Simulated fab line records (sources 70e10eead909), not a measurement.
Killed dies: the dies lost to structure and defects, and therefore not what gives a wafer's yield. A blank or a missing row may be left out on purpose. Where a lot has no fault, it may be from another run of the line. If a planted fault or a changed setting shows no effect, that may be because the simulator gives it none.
fab line records    flow nandHarc
record: lots: 15  wafers: 45  lastDay: 33
route steps=1302 shown P_GATE@215 P_CONTACT@229
lots untouched by any fault: they come from a run of this same line in which no faults occurred
startH: start of the lot's first displayed wafer, in hours after the record's first day    waitH: how many hours have passed since the lot's step before this one    " repeats the value in the row above    L1.1+2: a single row standing in for several wafers    - no value, or no start was given    * or withheld: withheld    < > ~ a bound
route shown NAME@n: NAME is a module with steps in the file, n the number in the route of the first one    usual: mean/standard deviation taken from wafers without a fault    same: alike in all rows    chamber/n: place in a boat    sites: each site's reading    _std_site: the values' standard deviation    _edge_site: mean of outer sites minus mean of inner sites    radiusMm: for every site, how far away it sits from the centre of the wafer    mask NAME#n: copy n    behind: the most recent tool/chamber to have shaped the wafer    hold: why the lot went on hold/how many hours it stayed there/how the hold came to an end    device: which transistor (n, p or np) failed to switch    end of line: tests run on the same wafers once the route is complete    where a step has no rows: the recipe by itself    killed: at the first sort, the dies lost to defects and structure; wafer yield is something else    map: the dies of a wafer, with x for killed, . for not killed, _ for no die there
set.NAME: the run value of the setting; set.NAME@STEP: its run value at that earlier step    model.NAME: the simulator's own value behind a step, which no gauge read
the route's steps for a sample of lots (tables are steps, rows are wafers)
services: from which hour (startH, from the record's first day; less than 0 if before it) a tool's chamber was out of use, for how many hours, and why
== steps ==
step: NHARC_P_GATE_RTA_82
recipe: tempC: 450  timeS: 30
usual: lampPowerPct: 3.9/0.42  lamp_zone_1_pct: 3.9/0.42  lamp_zone_7_pct: 4.1/0.44  wafer_temp_C_max: 452.0/1.1
lot.wafer  tool          chamber  startH  waitH  lampPowerPct  lamp_zone_1_pct  lamp_zone_7_pct  wafer_temp_C_max
L277.1     rtpAnneal-01  0        116.05  -      3.5           3.5              3.7              451.4
L277.3     "             0        "       "      3.5           3.5              3.7              451.2
L277.4     "             0        "       "      3.5           3.5              3.7              451.2
L278.1     rtpAnneal-01  0        134.20  -      3.5           3.5              3.7              451.5
L278.3     "             0        "       "      3.5           3.5              3.7              451.2
L278.5     "             0        "       "      3.5           3.5              3.7              451.5
L279.2     rtpAnneal-01  0        144.00  -      3.5           3.5              3.7              451.1
L279.4     "             0        "       "      3.5           3.5              3.7              451.1
L279.5     "             0        "       "      3.5           3.5              3.7              451.7
L280.1     rtpAnneal-02  0        146.65  -      4.4           4.4              4.6              453.5
L280.2     "             0        "       "      4.4           4.4              4.6              453.0
L280.3     "             0        "       "      4.4           4.4              4.6              452.7
L281.4     rtpAnneal-01  0        152.52  -      3.5           3.5              3.7              450.8
L281.5     "             0        "       "      3.5           3.5              3.7              451.4
L281.6     "             0        "       "      3.5           3.5              3.7              451.0
L283.1     rtpAnneal-02  0        177.93  -      4.4           4.4              4.6              453.6
L283.4     "             0        "       "      4.4           4.4              4.6              453.6
L283.5     "             0        "       "      4.4           4.4              4.6              453.1
L285.4     rtpAnneal-01  0        194.42  -      3.5           3.5              3.7              450.9
L285.5     "             0        "       "      3.5           3.5              3.7              451.4
L285.6     "             0        "       "      3.5           3.5              3.7              451.6
L286.3     rtpAnneal-02  0        207.77  -      4.4           4.4              4.6              453.3
L286.5     "             0        "       "      4.4           4.4              4.6              454.5
L286.6     "             0        "       "      4.4           4.4              4.6              454.4
L292.1     rtpAnneal-02  0        264.43  -      4.4           4.4              4.6              452.6
L292.2     "             0        "       "      4.4           4.4              4.6              453.7
L292.6     "             0        "       "      4.4           4.4              4.6              452.2
L294.1     rtpAnneal-01  0        289.89  -      3.5           3.5              3.7              451.0
L294.3     "             0        "       "      3.5           3.5              3.7              451.2
L294.4     "             0        "       "      3.5           3.5              3.7              450.4
L295.1     rtpAnneal-01  0        299.27  -      3.5           3.5              3.7              451.0
L295.4     "             0        "       "      3.5           3.5              3.7              451.3
L295.6     "             0        "       "      3.5           3.5              3.7              451.0
L297.3     rtpAnneal-02  0        316.07  -      4.4           4.4              4.6              453.8
L297.4     "             0        "       "      4.4           4.4              4.6              453.1
L297.5     "             0        "       "      4.4           4.4              4.6              453.0
L296.2     rtpAnneal-02  0        316.94  -      4.4           4.4              4.6              453.0
L296.4     "             0        "       "      4.4           4.4              4.6              452.6
L296.6     "             0        "       "      4.4           4.4              4.6              452.3
L298.2     rtpAnneal-01  0        336.92  -      3.5           3.5              3.7              450.9
L298.4     "             0        "       "      3.5           3.5              3.7              451.0
L298.6     "             0        "       "      3.5           3.5              3.7              451.3
L300.1     rtpAnneal-02  0        355.31  -      4.4           4.4              4.6              453.0
L300.4     "             0        "       "      4.4           4.4              4.6              452.7
L300.5     "             0        "       "      4.4           4.4              4.6              453.8
step: NHARC_P_CONTACT_EXPOSE_09
recipe: na: 1.35  targetCdNm: 90  doseMj: 81.26  maskId: P_CA
usual: exposureDoseMJCm2: 81.22/0.08  stageVelMmS: 499.98/0.27
lot.wafer  tool            chamber  startH  waitH  mask    exposureDoseMJCm2  stageVelMmS
L277.1     arfiScanner-03  0        117.71  -      P_CA#0  81.26              499.63
L277.3     "               0        "       "      P_CA#0  81.26              499.83
L277.4     "               0        "       "      P_CA#0  81.21              499.50
L278.1     arfiScanner-01  0        135.89  -      P_CA#0  81.23              500.45
L278.3     "               0        "       "      P_CA#0  81.19              500.21
L278.5     "               0        "       "      P_CA#0  81.33              499.90
L279.2     arfiScanner-03  0        145.67  -      P_CA#0  81.22              500.04
L279.4     "               0        "       "      P_CA#0  81.16              500.07
L279.5     "               0        "       "      P_CA#0  81.14              499.89
L280.1     arfiScanner-02  0        148.32  -      P_CA#0  81.15              500.01
L280.2     "               0        "       "      P_CA#0  81.02              499.76
L280.3     "               0        "       "      P_CA#0  81.12              499.88
L281.4     arfiScanner-02  0        154.01  -      P_CA#0  81.22              499.60
L281.5     "               0        "       "      P_CA#0  81.24              499.87
L281.6     "               0        "       "      P_CA#0  81.36              499.91
L283.1     arfiScanner-01  0        179.59  -      P_CA#0  81.43              499.51
L283.4     "               0        "       "      P_CA#0  81.29              499.96
L283.5     "               0        "       "      P_CA#0  81.27              499.90
L285.4     arfiScanner-02  0        195.89  -      P_CA#0  81.23              499.97
L285.5     "               0        "       "      P_CA#0  81.13              499.63
L285.6     "               0        "       "      P_CA#0  81.16              499.72
L286.3     arfiScanner-01  0        209.39  -      P_CA#0  81.31              500.04
L286.5     "               0        "       "      P_CA#0  81.21              499.81
L286.6     "               0        "       "      P_CA#0  81.34              499.72
L292.1     arfiScanner-01  0        266.09  -      P_CA#0  118.52             500.41
L292.2     "               0        "       "      P_CA#0  118.53             500.55
L292.6     "               0        "       "      P_CA#0  118.52             500.45
L294.1     arfiScanner-01  0        291.56  -      P_CA#0  111.25             499.74
L294.3     "               0        "       "      P_CA#0  111.09             500.16
L294.4     "               0        "       "      P_CA#0  111.18             499.84
L295.1     arfiScanner-01  0        300.81  -      P_CA#0  110.47             500.13
L295.4     "               0        "       "      P_CA#0  110.46             499.94
L295.6     "               0        "       "      P_CA#0  110.49             500.30
L297.3     arfiScanner-02  0        317.69  -      P_CA#0  81.08              500.08
L297.4     "               0        "       "      P_CA#0  81.19              500.10
L297.5     "               0        "       "      P_CA#0  81.33              499.99
L296.2     arfiScanner-03  0        318.58  -      P_CA#0  81.36              499.78
L296.4     "               0        "       "      P_CA#0  81.29              499.95
L296.6     "               0        "       "      P_CA#0  81.27              499.68
L298.2     arfiScanner-03  0        338.43  -      P_CA#0  81.20              500.27
L298.4     "               0        "       "      P_CA#0  81.15              500.30
L298.6     "               0        "       "      P_CA#0  81.23              499.88
L300.1     arfiScanner-03  0        356.98  -      P_CA#0  81.25              499.76
L300.4     "               0        "       "      P_CA#0  81.22              500.03
L300.5     "               0        "       "      P_CA#0  81.16              499.65
step: NHARC_P_CONTACT_CD_MEAS_12
recipe: targetCdNm: 90  landingEnergyEv: 500
usual: cdNm: 90.4/0.7
lot.wafer  tool      chamber  startH  waitH  cdNm
L277.1     cdSem-03  0        117.85  -      90.5
L277.3     "         0        "       "      90.2
L277.4     "         0        "       "      89.6
L278.1     cdSem-01  0        136.03  -      89.3
L278.3     "         0        "       "      90.1
L278.5     "         0        "       "      89.9
L279.2     cdSem-03  0        145.81  -      90.8
L279.4     "         0        "       "      90.8
L279.5     "         0        "       "      91.6
L280.1     cdSem-03  0        148.46  -      90.9
L280.2     "         0        "       "      90.7
L280.3     "         0        "       "      90.5
L281.4     cdSem-01  0        154.15  -      91.2
L281.5     "         0        "       "      92.0
L281.6     "         0        "       "      90.6
L283.1     cdSem-03  0        179.73  -      90.5
L283.4     "         0        "       "      90.2
L283.5     "         0        "       "      90.5
L285.4     cdSem-03  0        196.03  -      90.5
L285.5     "         0        "       "      90.4
L285.6     "         0        "       "      89.9
L286.3     cdSem-02  0        209.52  -      90.4
L286.5     "         0        "       "      90.3
L286.6     "         0        "       "      90.5
L292.1     cdSem-03  0        266.23  -      114.8
L292.2     "         0        "       "      114.2
L292.6     "         0        "       "      114.5
L294.1     cdSem-03  0        291.70  -      109.9
L294.3     "         0        "       "      109.4
L294.4     "         0        "       "      109.8
L295.1     cdSem-02  0        300.95  -      109.1
L295.4     "         0        "       "      108.7
L295.6     "         0        "       "      108.7
L297.3     cdSem-02  0        317.83  -      90.8
L297.4     "         0        "       "      90.8
L297.5     "         0        "       "      90.4
L296.2     cdSem-02  0        318.72  -      91.0
L296.4     "         0        "       "      91.0
L296.6     "         0        "       "      90.8
L298.2     cdSem-01  0        338.57  -      90.0
L298.4     "         0        "       "      90.7
L298.6     "         0        "       "      89.9
L300.1     cdSem-02  0        357.12  -      89.5
L300.4     "         0        "       "      89.8
L300.5     "         0        "       "      90.1
step: NHARC_P_CONTACT_CVD_23
recipe: targetThkA: 2000  tempC: 300  pressureTorr: 40  wf6FlowSccm: 40  h2FlowSccm: 1600  arFlowSccm: 1560  timeS: 557  material: W
usual: heaterPowerW: 477/27  mfcH2Sccm: 1600/4.6  throttleValvePct: 8.3/0.37
lot.wafer  tool     chamber  startH  waitH  heaterPowerW  mfcH2Sccm  throttleValvePct
L277.1     cvdW-02  1        -       -      504           1605       8.5
L277.3     "        0        "       "      439           1608       8.4
L277.4     "        1        "       "      493           1602       8.9
L278.1     cvdW-02  1        -       -      479           1599       8.6
L278.3     "        0        "       "      437           1598       8.5
L278.5     "        1        "       "      504           1597       8.8
L279.2     cvdW-02  1        -       -      488           1605       8.6
L279.4     "        0        "       "      437           1598       8.4
L279.5     "        1        "       "      496           1600       8.3
L280.1     cvdW-02  1        -       -      503           1601       8.7
L280.2     "        0        "       "      440           1597       8.4
L280.3     "        0        "       "      430           1596       8.4
L281.4     cvdW-02  0        -       -      438           1604       8.7
L281.6     "        1        "       "      494           1603       8.7
L281.5     "        0        "       "      437           1595       8.4
L283.1     cvdW-01  1        -       -      483           1598       7.7
L283.4     "        1        "       "      472           1599       8.2
L283.5     "        1        "       "      489           1598       8.1
L285.4     cvdW-01  1        -       -      508           1601       8.0
L285.6     "        0        "       "      475           1606       7.8
L285.5     "        1        "       "      503           1597       7.8
L286.3     cvdW-02  0        -       -      443           1600       8.5
L286.6     "        0        "       "      434           1605       8.5
L286.5     "        1        "       "      486           1603       8.6
L292.2     cvdW-01  0        -       -      471           1606       7.7
L292.1     "        1        "       "      507           1599       7.9
L292.6     "        1        "       "      516           1592       7.7
L294.1     cvdW-01  1        -       -      507           1600       8.2
L294.4     "        1        "       "      513           1599       8.1
L294.3     "        0        "       "      459           1602       8.0
L295.1     cvdW-02  1        -       -      464           1599       8.5
L295.4     "        1        "       "      498           1597       8.5
L295.6     "        0        "       "      455           1605       8.4
L297.4     cvdW-01  1        -       -      516           1598       8.1
L297.3     "        0        "       "      478           1604       7.6
L297.5     "        0        "       "      493           1593       7.9
L296.2     cvdW-02  1        -       -      478           1597       8.6
L296.4     "        1        "       "      482           1590       8.4
L296.6     "        1        "       "      497           1596       8.6
L298.2     cvdW-01  1        -       -      515           1599       7.8
L298.4     "        1        "       "      513           1602       7.8
L298.6     "        1        "       "      507           1599       7.9
L300.1     cvdW-02  0        -       -      454           1601       8.7
L300.4     "        0        "       "      441           1605       8.5
L300.5     "        1        "       "      485           1603       8.4
step: NHARC_P_CONTACT_INSPECT_27
usual: rawDefectCount: 299/200
lot.wafer  tool              chamber  startH  waitH  rawDefectCount
L277.1     defectInspect-02  -        121.14  0.1    1169
L277.3     "                 -        "       "      859
L277.4     "                 -        "       "      1204
L278.1     defectInspect-01  -        139.32  0.1    141
L278.3     "                 -        "       "      146
L278.5     "                 -        "       "      171
L279.2     defectInspect-02  -        149.09  0.1    220
L279.4     "                 -        "       "      244
L279.5     "                 -        "       "      274
L280.1     defectInspect-01  -        151.71  0.1    179
L280.2     "                 -        "       "      350
L280.3     "                 -        "       "      167
L281.4     defectInspect-01  -        157.39  0.1    124
L281.5     "                 -        "       "      164
L281.6     "                 -        "       "      144
L283.1     defectInspect-02  -        183.06  0.1    275
L283.4     "                 -        "       "      263
L283.5     "                 -        "       "      354
L285.4     defectInspect-02  -        199.27  0.1    180
L285.5     "                 -        "       "      229
L285.6     "                 -        "       "      483
L286.3     defectInspect-02  -        212.81  0.1    295
L286.5     "                 -        "       "      260
L286.6     "                 -        "       "      559
L292.1     defectInspect-01  -        269.69  0.1    239
L292.2     "                 -        "       "      267
L292.6     "                 -        "       "      184
L294.1     defectInspect-01  -        295.17  0.1    240
L294.3     "                 -        "       "      246
L294.4     "                 -        "       "      396
L295.1     defectInspect-01  -        304.26  0.1    433
L295.4     "                 -        "       "      244
L295.6     "                 -        "       "      157
L297.3     defectInspect-02  -        321.17  0.1    177
L297.4     "                 -        "       "      319
L297.5     "                 -        "       "      349
L296.2     defectInspect-02  -        321.98  0.1    224
L296.4     "                 -        "       "      148
L296.6     "                 -        "       "      163
L298.2     defectInspect-02  -        341.85  0.1    232
L298.4     "                 -        "       "      100
L298.6     "                 -        "       "      446
L300.1     defectInspect-01  -        360.39  0.1    453
L300.4     "                 -        "       "      344
L300.5     "                 -        "       "      488
== services ==
tool            chamber  startH  hours  kind
cvdW-02         0        101.00  -      clean
cvdW-02         1        101.00  -      clean
arfiScanner-01  -        115.63  2.3    repair
arfiScanner-02  -        140.00  4.0    pm
arfiScanner-03  -        141.50  0.2    repair
arfiScanner-01  0        153.56  -      calibration
arfiScanner-03  -        161.72  0.5    repair
cvdW-01         0        168.25  10.1   repair
cvdW-01         -        185.00  13.0   pm
cvdW-01         0        185.00  13.0   ventCycle
arfiScanner-03  -        191.80  1.4    repair
arfiScanner-03  -        193.50  0.4    repair
arfiScanner-03  -        206.07  4.0    pm
arfiScanner-02  -        233.67  1.1    repair
arfiScanner-01  -        247.92  0.2    repair
arfiScanner-01  -        252.00  4.0    pm
arfiScanner-03  -        263.10  3.7    repair
cvdW-02         -        269.00  13.0   pm
cvdW-02         0        269.00  13.0   ventCycle
cvdW-02         1        269.00  13.0   ventCycle
arfiScanner-03  -        274.26  2.6    repair
cvdW-02         0        282.00  -      clean
cvdW-02         1        282.00  -      clean
arfiScanner-02  -        312.00  4.0    pm
== key ==
firstSign: step: NHARC_P_CONTACT_EXPOSE_09  reading: exposureDoseMJCm2  direction: up  sigmas: 99+  usual: 81.22  struck: 113.39
effect: step: NHARC_P_CONTACT_CD_MEAS_12  reading: cdNm  direction: up  sigmas: 29  usual: 90.4  struck: 111.0  through: controlLoop
metAt NHARC_P_CONTACT_EXPOSE_09
struckLots L292,L294,L295
laterRowsLeftOut L292.1,L292.2,L292.6,L294.1,L294.3,L294.4,L295.1,L295.4,L295.6
sortLeftOut L292.1,L292.2,L292.6,L294.1,L294.3,L294.4,L295.1,L295.4,L295.6
testerLeftOut L292,L294,L295
loopTrim: step: NHARC_P_CONTACT_EXPOSE_09  setting: dose  lots: L294,L295
notActingAt NHARC_P_GATE_RTA_82,NHARC_P_CONTACT_CVD_23,NHARC_P_CONTACT_INSPECT_27
onsetBetween 209.39 266.09
fault: kind: processParameterDrift  tool: arfiScanner-01  chamber: -  onsetH: 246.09  steps: NHARC_P_CONTACT_EXPOSE_09  channel: doseMj  offset: 37.328  shape: step  actsIn: theseRecipesOnly  stated: 81.26
testerLeftOut: of these lots the tester's yield and bins aren't shown, on N5 and GAA mostly nor the transistor test; their killed dies are dies lost to structure and defects alone, not to doping, threshold or leakage, so they don't give the yield
sortLeftOut: the simulated sort isn't trusted on such a fault, so these wafers' sort isn't shown, and their yield isn't known
laterRowsLeftOut: the simulator's readings of these wafers behind a module that went badly wrong aren't trusted and aren't shown, but for the sort
loopTrim: a control loop set the setting to another value than it would have without faults
